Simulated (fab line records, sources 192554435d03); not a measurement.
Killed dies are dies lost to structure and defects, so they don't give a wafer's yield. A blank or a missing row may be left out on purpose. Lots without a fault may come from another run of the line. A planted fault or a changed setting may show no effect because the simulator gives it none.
Tool commonality check | flow n5_finfet | 14 lots, 42 wafers sampled

WHY IT WAS OPENED
At N5_BEOL_M13_THK_MEAS_01 the reading M13_ILD_THK is flagged on 2 of 14 lots. Wafers without a fault read 839 nm, standard deviation 11.
Rule: a lot is flagged when every wafer of it that has a number lies more than 4 standard deviations from that mean, or none has a number. The other lots count as sound.

lot  | measured     | on            | M13_ILD_THK (nm), wafer by wafer | flag
L576 | day 10 23:37 | film_metro-02 | 838 824 846                      |
L577 | day 11 10:34 | film_metro-01 | 832 845 857                      |
L580 | day 11 17:52 | film_metro-01 | 844 835 849                      |
L579 | day 11 19:01 | film_metro-01 | 825 831 828                      |
L578 | day 11 19:43 | film_metro-02 | 838 835 843                      |
L582 | day 12 20:23 | film_metro-01 | 836 853 846                      |
L581 | day 12 21:22 | film_metro-02 | 819 828 840                      |
L585 | day 13 17:47 | film_metro-01 | 832 851 855                      |
L588 | day 14 19:25 | film_metro-02 | 0 0 0                            | FLAGGED
L591 | day 14 22:30 | film_metro-02 | 0 0 0                            | FLAGGED
L597 | day 16 12:29 | film_metro-02 | 827 839 835                      |
L596 | day 16 12:35 | film_metro-01 | 827 822 831                      |
L599 | day 16 15:58 | film_metro-02 | 818 843 854                      |
L598 | day 16 22:08 | film_metro-01 | 833 840 839                      |
The numbers of the flagged lots are 0 nm on average: -839 nm against the usual, or -76 standard deviations.

WHICH TOOL RAN EACH LOT
The record holds 2 process steps before the reading, out of a route of 1938 steps. In each cell: the tool, then ch and the chambers that the sampled wafers went through, then the start.
lot  | flag    | N5_BEOL_M12_DESCUM_33              | N5_BEOL_M13_ILD_DEP_00
L576 |         | rie_diel-02 ch 0,2,3, day 10 17:31 | pecvd-02 ch 0,2, day 10 23:27
L577 |         | rie_diel-02 ch 0,1, day 11 07:38   | pecvd-01 ch 0,1, day 11 10:25
L580 |         | rie_diel-02 ch 1,2, day 11 12:20   | pecvd-04 ch 0,1,2, day 11 17:43
L579 |         | rie_diel-06 ch 1,2,3, day 11 12:26 | pecvd-04 ch 0,1,2, day 11 18:52
L578 |         | rie_diel-01 ch 0,2,3, day 11 14:17 | pecvd-02 ch 0,1, day 11 19:34
L582 |         | rie_diel-06 ch 0,3, day 12 12:58   | pecvd-02 ch 0,1,2, day 12 20:17
L581 |         | rie_diel-02 ch 0,1,2, day 12 12:30 | pecvd-04 ch 1,2, day 12 21:13
L585 |         | rie_diel-02 ch 0,2,3, day 13 15:22 | pecvd-01 ch 0,1, day 13 17:38
L588 | FLAGGED | rie_diel-01 ch 0,1, day 14 15:19   | pecvd-04 ch 0,1,2, day 14 19:16
L591 | FLAGGED | rie_diel-02 ch 2,3, day 14 17:43   | pecvd-02 ch 0,1, day 14 22:20
L597 |         | rie_diel-06 ch 0,2,3, day 16 08:04 | pecvd-02 ch 0,1,2, day 16 12:20
L596 |         | rie_diel-06 ch 0,1,2, day 16 07:23 | pecvd-04 ch 0,1,2, day 16 12:26
L599 |         | rie_diel-01 ch 0,2, day 16 08:27   | pecvd-01 ch 0,2, day 16 15:45
L598 |         | rie_diel-06 ch 0,1, day 16 18:13   | pecvd-04 ch 0,1,2, day 16 21:59
What these steps do:
- N5_BEOL_M12_DESCUM_33: chemistry O2, time 7.9 s.
- N5_BEOL_M13_ILD_DEP_00: deposits SiOC from DEMS/O2, target thk 837.92 nm, time 166.4 s.
- N5_BEOL_M13_THK_MEAS_01

FLAGGED OVER TOTAL, TOOL BY TOOL (the gauges that took the reading come last)
step                    | tool          | lots run | flagged | share of the flagged lots | sound lots run after its first flagged lot
N5_BEOL_M12_DESCUM_33   | rie_diel-01   | 3        | 1       | some                      | 1 (L599)
N5_BEOL_M12_DESCUM_33   | rie_diel-02   | 6        | 1       | some                      | 0
N5_BEOL_M12_DESCUM_33   | rie_diel-06   | 5        | 0       | none                      | -
N5_BEOL_M13_ILD_DEP_00  | pecvd-01      | 3        | 0       | none                      | -
N5_BEOL_M13_ILD_DEP_00  | pecvd-02      | 5        | 1       | some                      | 1 (L597)
N5_BEOL_M13_ILD_DEP_00  | pecvd-04      | 6        | 1       | some                      | 2 (L596,L598)
N5_BEOL_M13_THK_MEAS_01 | film_metro-01 | 7        | 0       | none                      | -
N5_BEOL_M13_THK_MEAS_01 | film_metro-02 | 7        | 2       | all                       | 2 (L597,L599)

WHAT THE TABLE ALLOWS
1 row of the table ran every flagged lot: film_metro-02 at N5_BEOL_M13_THK_MEAS_01.
- film_metro-02 at N5_BEOL_M13_THK_MEAS_01: 2 of its 7 lots flagged. Sound lots ran on it after the first flagged one (L597, L599), which a lasting fault on the whole tool wouldn't allow.
No row of the table ran every flagged lot and no sound lot after the first.

WHAT THE SIMULATOR HAD PUT IN
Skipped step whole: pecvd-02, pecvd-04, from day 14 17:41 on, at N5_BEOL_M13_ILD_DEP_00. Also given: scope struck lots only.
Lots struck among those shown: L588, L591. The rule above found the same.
